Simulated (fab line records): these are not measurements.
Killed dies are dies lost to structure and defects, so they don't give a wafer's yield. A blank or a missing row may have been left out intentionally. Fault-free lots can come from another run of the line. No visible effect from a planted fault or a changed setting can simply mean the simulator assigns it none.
Chamber matching ; flow n5_finfet ; rie_diel-03 running N5_BEOL_M12_ETCH_68: 3 sister chambers
The step etches SOC in N2/H2, time 285 s. 3 wafers are shown with their chamber, then 3 later ones without.

== WAFERS PAIRED WITH THEIR CHAMBERS ==
wafer;chamber;showerhead_plenum_p_Torr (Torr)
L085.1;1;2.56
L089.2;2;2.53
L089.4;0;2.61

== WAFERS WITH NO CHAMBER GIVEN ==
wafer;showerhead_plenum_p_Torr (Torr)
L089.5;2.61
L091.3;2.52
L094.6;2.61

== CHAMBER TAKEN BY EACH ==
wafer;from the rows above;in truth
L089.5;0;0
L091.3;2;2
L094.6;0;0
Correct placement for 3 of the 3. Can't be placed from these rows: 0. Placed wrongly: 0.
How it was worked out, from the rows above alone: a wafer's distance from a chamber is the root of the sum, over the readings, of the square of ((its reading less the chamber's mean) divided by the reading's scatter). The wafer belongs to the nearest chamber; if the next one is less than 2 further off, it can't be placed. Each chamber's mean is taken over the wafers shown for it. The scatter (one wafer shown for each chamber): square how far every hidden wafer sits from the nearest shown wafer, average those squares and take the square root.
